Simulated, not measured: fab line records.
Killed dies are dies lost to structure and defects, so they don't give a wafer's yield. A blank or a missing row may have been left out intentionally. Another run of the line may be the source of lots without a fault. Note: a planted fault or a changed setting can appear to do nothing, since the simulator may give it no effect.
fab line records    flow nand-harc
record: lots: 12  wafers: 36  last-day: 33
route steps=1302 shown A_CONTACT@1014 END@1302
lots that met no fault: taken from a fault-free run of the same line
start-h: hours from the record's opening day to when the first of the lot's shown wafers began    wait-h: hours elapsed since this lot's preceding step    " same as the row above    L1.1+2: a single row standing in for several wafers    - no value present, or no start provided    * or withheld: withheld    < > ~ a bound
route shown NAME@n: NAME is a module with steps in the file, n the number in the route of the first one    usual: mean and standard deviation over wafers with no fault    same: alike in all rows    chamber/n: place in a boat    sites: each site's reading    _std_site: the values' standard deviation    _edge_site: outer sites' mean less inner sites'    radius-mm: for every site, how far away it sits from the centre of the wafer    mask NAME#n: copy n    behind: the most recent tool/chamber to have shaped the wafer    hold: why the lot was held/for how many hours/how that ended    device: the n, p or np transistor that did not switch    end of line: at the end of the route, the tests of the same wafers    step lacking rows: just its recipe    killed: count of dies lost to structure and defects at first sort (not the wafer's yield)    map: dies across one wafer; x = killed, . = not, _ = none there
set.NAME: setting as actually run; set.NAME@STEP: the setting as run at that earlier step    model.NAME: the simulator's own value behind a step, which no gauge read
a sample of lots followed through the steps of the route, with each step as a table and each wafer as a row
services: a tool's chamber out of use, with start hour (start-h, from the record's first day; less than 0 if before it), hours out, and reason
== steps ==
step: NHARC_A_CONTACT_ETCH_120
recipe: source-w: withheld  pressure-mtorr: 20  bias-v: 3000  time-s: 190  target-depth-a: 18500  ar-flow-sccm: withheld  c4f8-flow-sccm: withheld  o2-flow-sccm: withheld  chemistry: C4F8/O2/Ar
lot.wafer  tool             chamber  start-h  wait-h  rf-hours-counter-h
L119.1     har-cap-etch-02  0        474.96   0.1     81
L119.2     "                1        "        "       81
L119.3     "                1        "        "       -
L121.3     har-cap-etch-03  0        489.73   0.1     -
L121.6     "                0        "        "       -
L121.5     "                1        "        "       -
L118.4     har-cap-etch-02  1        491.74   0.1     -
L118.3     "                0        "        "       -
L118.5     "                0        "        "       -
L127.1     har-cap-etch-01  0        565.27   0.1     15
L127.2     "                1        "        "       15
L127.6     "                0        "        "       -
L128.1     har-cap-etch-02  0        566.53   0.1     102
L128.2     "                1        "        "       102
L128.4     "                1        "        "       -
L132.4     har-cap-etch-02  1        607.53   0.1     -
L132.3     "                0        "        "       -
L132.5     "                0        "        "       -
L133.1     har-cap-etch-01  1        614.75   0.1     26
L133.4     "                1        "        "       -
L133.5     "                0        "        "       -
L135.1     har-cap-etch-02  1        628.08   0.2     114
L135.6     "                1        "        "       -
L135.5     "                0        "        "       -
L136.2     har-cap-etch-01  1        643.95   0.2     32
L136.1     "                0        "        "       32
L136.5     "                1        "        "       -
L138.2     har-cap-etch-02  1        677.24   0.1     122
L138.1     "                0        "        "       122
L138.6     "                0        "        "       -
L141.1     har-cap-etch-02  0        699.41   0.1     126
L141.3     "                1        "        "       -
L141.6     "                0        "        "       -
L140.1     har-cap-etch-03  1        704.73   0.2     83
L140.3     "                0        "        "       -
L140.4     "                1        "        "       -
step: NHARC_A_CONTACT_EXPOSE_66
recipe: na: 1.35  sigma-outer: 0.8  dose-mj: 59.02  mask-id: A_CC_2
usual: exposure-dose-mJ-cm2: 59.6/0.34  stage-vel-mm-s: 500.02/0.25
lot.wafer  tool             chamber  start-h  wait-h  mask      exposure-dose-mJ-cm2  stage-vel-mm-s
L119.1     arfi-scanner-02  0        483.26   -       A_CC_2#0  59.0                  499.99
L119.2     "                0        "        "       A_CC_2#0  59.0                  499.75
L119.3     "                0        "        "       A_CC_2#0  59.0                  500.27
L121.3     arfi-scanner-03  0        496.28   -       A_CC_2#0  59.5                  499.95
L121.5     "                0        "        "       A_CC_2#0  59.5                  500.05
L121.6     "                0        "        "       A_CC_2#0  59.5                  500.14
L118.3     arfi-scanner-01  0        498.13   -       A_CC_2#0  60.1                  500.22
L118.4     "                0        "        "       A_CC_2#0  60.1                  500.01
L118.5     "                0        "        "       A_CC_2#0  60.2                  500.02
L127.1     arfi-scanner-03  0        574.83   -       A_CC_2#0  52.3                  500.62
L127.2     "                0        "        "       A_CC_2#0  52.2                  500.25
L127.6     "                0        "        "       A_CC_2#0  52.3                  500.30
L128.1     arfi-scanner-03  0        575.85   -       A_CC_2#0  53.6                  499.82
L128.2     "                0        "        "       A_CC_2#0  53.7                  499.76
L128.4     "                0        "        "       A_CC_2#0  53.7                  499.78
L132.3     arfi-scanner-01  0        615.08   -       A_CC_2#0  59.9                  499.76
L132.4     "                0        "        "       A_CC_2#0  59.9                  499.74
L132.5     "                0        "        "       A_CC_2#0  60.0                  499.96
L133.1     arfi-scanner-02  0        621.74   -       A_CC_2#0  59.6                  499.96
L133.4     "                0        "        "       A_CC_2#0  59.5                  500.42
L133.5     "                0        "        "       A_CC_2#0  59.5                  500.22
L135.1     arfi-scanner-01  0        636.16   -       A_CC_2#0  60.0                  499.99
L135.5     "                0        "        "       A_CC_2#0  60.0                  499.60
L135.6     "                0        "        "       A_CC_2#0  60.0                  499.94
L136.1     arfi-scanner-01  0        651.78   -       A_CC_2#0  60.0                  499.67
L136.2     "                0        "        "       A_CC_2#0  60.0                  499.87
L136.5     "                0        "        "       A_CC_2#0  60.0                  500.21
L138.1     arfi-scanner-02  0        683.82   -       A_CC_2#0  59.6                  500.21
L138.2     "                0        "        "       A_CC_2#0  59.6                  500.01
L138.6     "                0        "        "       A_CC_2#0  59.5                  500.58
L141.1     arfi-scanner-02  0        706.71   -       A_CC_2#0  59.5                  500.22
L141.3     "                0        "        "       A_CC_2#0  59.6                  500.25
L141.6     "                0        "        "       A_CC_2#0  59.5                  500.37
L140.1     arfi-scanner-02  0        711.42   -       A_CC_2#0  59.5                  500.10
L140.3     "                0        "        "       A_CC_2#0  59.5                  499.96
L140.4     "                0        "        "       A_CC_2#0  59.5                  500.31
step: NHARC_A_CONTACT_CD_MEAS_69
recipe: target-cd-nm: 300  landing-energy-ev: 500
usual: cd-nm: 300.0/0.45
lot.wafer  tool       chamber  start-h  wait-h  cd-nm
L119.1     cd-sem-03  0        483.41   -       300.1
L119.2     "          0        "        "       299.6
L119.3     "          0        "        "       299.0
L121.3     cd-sem-03  0        496.41   -       300.1
L121.5     "          0        "        "       300.4
L121.6     "          0        "        "       300.3
L118.3     cd-sem-02  0        498.27   -       299.8
L118.4     "          0        "        "       299.7
L118.5     "          0        "        "       300.0
L127.1     cd-sem-02  0        574.97   -       294.4
L127.2     "          0        "        "       294.6
L127.6     "          0        "        "       294.2
L128.1     cd-sem-03  0        575.99   -       295.8
L128.2     "          0        "        "       295.6
L128.4     "          0        "        "       295.5
L132.3     cd-sem-02  0        615.22   -       299.5
L132.4     "          0        "        "       299.1
L132.5     "          0        "        "       299.6
L133.1     cd-sem-01  0        621.88   -       299.7
L133.4     "          0        "        "       300.0
L133.5     "          0        "        "       300.0
L135.1     cd-sem-01  0        636.30   -       300.1
L135.5     "          0        "        "       299.7
L135.6     "          0        "        "       299.4
L136.1     cd-sem-02  0        651.92   -       299.7
L136.2     "          0        "        "       300.5
L136.5     "          0        "        "       300.1
L138.1     cd-sem-02  0        683.97   -       299.8
L138.2     "          0        "        "       300.5
L138.6     "          0        "        "       300.4
L141.1     cd-sem-03  0        706.85   -       300.1
L141.3     "          0        "        "       299.9
L141.6     "          0        "        "       300.1
L140.1     cd-sem-03  0        711.56   -       300.7
L140.3     "          0        "        "       300.1
L140.4     "          0        "        "       300.6
step: NHARC_A_CONTACT_OVL_MEAS_70
usual: overlay-x-nm: -0.3/0.87  overlay-y-nm: 0.0/0.96
lot.wafer  tool        chamber  start-h  wait-h  overlay-x-nm  overlay-y-nm
L119.1     overlay-02  -        483.50   -       -1.7          0.9
L119.2     "           -        "        "       -1.4          0.6
L119.3     "           -        "        "       -1.0          0.5
L121.3     overlay-01  -        496.50   -       -1.3          0.0
L121.5     "           -        "        "       -1.4          -0.2
L121.6     "           -        "        "       -1.1          -0.8
L118.3     overlay-01  -        498.35   -       0.2           0.1
L118.4     "           -        "        "       0.6           0.1
L118.5     "           -        "        "       0.5           0.3
L127.1     overlay-02  -        575.06   -       -0.2          0.9
L127.2     "           -        "        "       -0.6          0.6
L127.6     "           -        "        "       -0.4          0.8
L128.1     overlay-01  -        576.08   -       -0.3          2.2
L128.2     "           -        "        "       0.3           1.7
L128.4     "           -        "        "       0.1           2.2
L132.3     overlay-02  -        615.30   -       1.8           0.5
L132.4     "           -        "        "       1.7           -0.1
L132.5     "           -        "        "       1.3           0.5
L133.1     overlay-01  -        621.97   -       0.7           -0.8
L133.4     "           -        "        "       0.6           -1.3
L133.5     "           -        "        "       0.3           -1.5
L135.1     overlay-01  -        636.39   -       -0.2          1.2
L135.5     "           -        "        "       -0.7          0.7
L135.6     "           -        "        "       -0.4          1.1
L136.1     overlay-02  -        652.01   -       -1.3          0.3
L136.2     "           -        "        "       -0.9          0.7
L136.5     "           -        "        "       -1.7          0.1
L138.1     overlay-02  -        684.06   -       -0.7          0.3
L138.2     "           -        "        "       -0.8          0.5
L138.6     "           -        "        "       -1.0          0.5
L141.1     overlay-01  -        706.94   -       0.3           -0.3
L141.3     "           -        "        "       -0.1          -0.7
L141.6     "           -        "        "       -0.3          -0.6
L140.1     overlay-02  -        711.65   -       -0.9          0.5
L140.3     "           -        "        "       -0.3          0.3
L140.4     "           -        "        "       -0.9          0.2
step: NHARC_A_CONTACT_ETCH_77
recipe: target-depth-a: 1089  time-s: 54.5  cf4-flow-sccm: 100  chf3-flow-sccm: 30  ar-flow-sccm: 0  rf-w: 500  bias-w: 200  chemistry: CF4/CHF3
usual: chf3-flow-sccm: 30.01/0.088  drypump-motor-current-A: 5.7/0.38  oes-product-au: 0.935/0.019  rf-vpp-V: 371.0/2.9  showerhead-plenum-p-Torr: 1.58/0.087  throttle-valve-pct: 16.802/0.0093
lot.wafer  tool         chamber  start-h  wait-h  chf3-flow-sccm  drypump-motor-current-A  oes-product-au  rf-hours-counter-h  rf-vpp-V  showerhead-plenum-p-Torr  throttle-valve-pct
L119.2     rie-diel-05  0        -        -       30.09           6.3                      0.916           28                  372.5     1.69                      16.816
L119.1     "            2        "        "       30.03           6.1                      0.929           27                  367.2     1.46                      16.816
L119.3     "            3        "        "       29.87           5.2                      0.923           31                  371.9     1.66                      16.804
L121.3     rie-diel-05  2        -        -       30.11           6.1                      0.966           31                  365.9     1.46                      16.798
L121.5     "            3        "        "       30.01           5.2                      0.982           -                   374.3     1.66                      16.795
L121.6     "            0        "        "       30.13           6.2                      0.960           -                   372.8     1.69                      16.815
L118.3     rie-diel-05  3        -        -       29.98           5.2                      0.973           36                  374.2     1.66                      16.798
L118.4     "            0        "        "       29.94           6.3                      0.956           32                  375.1     1.69                      16.793
L118.5     "            2        "        "       29.96           6.1                      0.972           -                   366.6     1.46                      16.802
L127.1     rie-diel-03  0        -        -       30.14           5.1                      0.916           44                  368.6     1.50                      16.794
L127.2     "            3        "        "       30.08           6.1                      0.924           42                  374.4     1.69                      16.796
L127.6     "            0        "        "       29.90           5.2                      0.923           -                   368.8     1.51                      16.797
L128.4     rie-diel-07  1        -        -       30.01           5.8                      0.910           21                  370.5     1.57                      16.786
L128.1     "            3        "        "       30.01           5.6                      0.931           24                  367.1     1.47                      16.783
L128.2     "            0        "        "       30.08           5.9                      0.931           24                  374.5     1.69                      16.796
L132.3     rie-diel-07  2        -        -       29.97           6.0                      0.927           29                  369.0     1.54                      16.793
L132.4     "            0        "        "       30.05           5.9                      0.925           31                  373.5     1.69                      16.824
L132.5     "            2        "        "       29.92           6.0                      0.926           -                   370.3     1.54                      16.806
L133.1     rie-diel-03  2        -        -       30.05           5.0                      0.961           0                   373.4     1.65                      16.802
L133.4     "            3        "        "       30.11           6.1                      0.957           0                   374.0     1.69                      16.794
L133.5     "            2        "        "       30.11           5.0                      0.964           -                   372.6     1.65                      16.799
L135.1     rie-diel-07  2        -        -       29.96           6.0                      0.954           1                   368.9     1.54                      16.805
L135.6     "            3        "        "       30.21           5.6                      0.965           -                   367.0     1.46                      16.803
L135.5     "            0        "        "       29.96           5.9                      0.939           -                   374.0     1.69                      16.823
L136.2     rie-diel-05  1        -        -       30.02           5.3                      0.956           28                  372.3     1.58                      16.814
L136.1     "            2        "        "       29.96           6.1                      0.959           27                  376.7     1.69                      16.795
L136.5     "            2        "        "       29.93           6.1                      0.960           -                   374.9     1.69                      16.803
L138.2     rie-diel-03  1        -        -       29.95           5.9                      0.931           24                  368.7     1.48                      16.797
L138.1     "            3        "        "       30.09           6.1                      0.943           21                  374.9     1.68                      16.809
L138.6     "            0        "        "       30.07           5.2                      0.918           -                   368.0     1.50                      16.798
L141.3     rie-diel-03  0        -        -       29.96           5.2                      0.921           34                  367.4     1.49                      16.798
L141.1     "            3        "        "       29.86           6.1                      0.918           29                  374.2     1.68                      16.809
L141.6     "            0        "        "       30.04           5.2                      0.922           -                   367.6     1.49                      16.810
L140.3     rie-diel-03  2        -        -       30.10           5.0                      0.924           38                  371.9     1.64                      16.807
L140.1     "            3        "        "       30.06           6.1                      0.923           32                  373.1     1.68                      16.814
L140.4     "            1        "        "       29.92           5.9                      0.920           37                  368.0     1.47                      16.811
step: NHARC_END_SORT_01
recipe: temp-c: 25
usual: killed-at-array: 47/14  killed-at-other: 0.5/0.72  killed-at-periphery: 4/3.1  killed-dies: 52/15  killed-open: 3.2/1.9  killed-short: 2.4/1.7
same: gross-dies: 677
lot.wafer  tool       chamber  start-h  wait-h  killed-at-array  killed-at-other  killed-at-periphery  killed-dies  killed-open  killed-short
L133.1     prober-01  0        766.47   2.5     61               0                9                    70           0            1
L133.4     prober-01  0        768.86   3.4     51               0                12                   63           2            5
L133.5     prober-01  0        769.65   3.7     51               0                8                    59           8            3
killed by level:class
L133.1 A_CHANNEL_HOLE_D1:chamber-film-flake=32 A_CHANNEL_HOLE_D2:chamber-film-flake=16 P_CONTACT:chamber-film-flake=7 A_CONTACT:chamber-film-flake=7 A_SLIT:chamber-film-flake=2 A_WL_FILL:chamber-film-flake=2 A_WL_FILL:geometric-particle:short=1 P_GATE:chamber-film-flake=1
L133.4 A_CHANNEL_HOLE_D1:chamber-film-flake=23 A_CHANNEL_HOLE_D2:chamber-film-flake=8 A_CONTACT:chamber-film-flake=7 A_SLIT:chamber-film-flake=4 P_CONTACT:chamber-film-flake=4 P_GATE:chamber-film-flake=3 P_M2:chamber-film-flake=3 A_DECK1_JOINT:geometric-particle:short=2
L133.5 A_CHANNEL_HOLE_D1:chamber-film-flake=25 A_CHANNEL_HOLE_D2:chamber-film-flake=7 A_CONTACT:chamber-film-flake=5 P_CONTACT:chamber-film-flake=3 A_WL_FILL:chamber-film-flake=3 A_ONON_D1:geometric-particle:open=2 P_GATE:chamber-film-flake=2 P_CONTACT:geometric-particle:open=1
== services ==
tool             chamber  start-h  hours  kind
arfi-scanner-02  -        460.00   4.0    pm
rie-diel-03      0        467.87   -      clean
har-cap-etch-01  -        473.00   17.0   pm
arfi-scanner-02  -        481.22   0.7    repair
arfi-scanner-02  -        500.59   19.5   repair
arfi-scanner-03  -        516.00   4.0    pm
rie-diel-05      3        534.63   5.9    repair
arfi-scanner-01  -        558.76   14.8   repair
arfi-scanner-03  -        562.22   0.4    repair
arfi-scanner-02  -        570.03   7.8    repair
arfi-scanner-03  -        581.98   0.8    repair
rie-diel-03      3        607.91   3.9    repair
rie-diel-03      -        611.37   9.0    pm
rie-diel-07      -        624.44   9.0    pm
arfi-scanner-02  -        625.55   0.8    repair
arfi-scanner-01  -        626.86   2.3    repair
arfi-scanner-02  -        632.00   4.0    pm
rie-diel-05      3        649.29   4.2    repair
arfi-scanner-03  -        652.45   0.5    repair
arfi-scanner-01  -        665.47   0.8    repair
rie-diel-03      3        669.68   11.9   repair
arfi-scanner-03  -        688.00   4.0    pm
arfi-scanner-01  -        694.57   1.8    repair
arfi-scanner-01  -        703.82   14.8   repair
== key ==
first-sign: step: NHARC_A_CONTACT_EXPOSE_66  reading: exposure-dose-mJ-cm2  direction: down  sigmas: 19  usual: 59.6  struck: 53.0
effect: step: NHARC_A_CONTACT_CD_MEAS_69  reading: cd-nm  direction: down  sigmas: 11  usual: 300.0  struck: 295.0  through: control-loop
met-at NHARC_A_CONTACT_EXPOSE_66
struck-lots L127,L128
tester-left-out L127,L128
loop-trim: step: NHARC_A_CONTACT_EXPOSE_66  setting: dose  lots: L128
not-acting-at NHARC_A_CONTACT_ETCH_120,NHARC_A_CONTACT_OVL_MEAS_70,NHARC_A_CONTACT_ETCH_77
onset-between 496.28 574.83
fault: kind: process-parameter-drift  tool: arfi-scanner-03  chamber: -  onset-h: 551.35  steps: NHARC_A_CONTACT_EXPOSE_66  channel: dose-mj  offset: -7.3065  shape: step  acts-in: these-recipes-only  stated: 59.02
tester-left-out: of these lots the tester's yield and bins aren't shown, on N5 and GAA mostly nor the transistor test; their killed dies are dies lost to structure and defects alone, not to doping, threshold or leakage, so they don't give the yield
loop-trim: a control loop set the setting to another value than it would have without faults
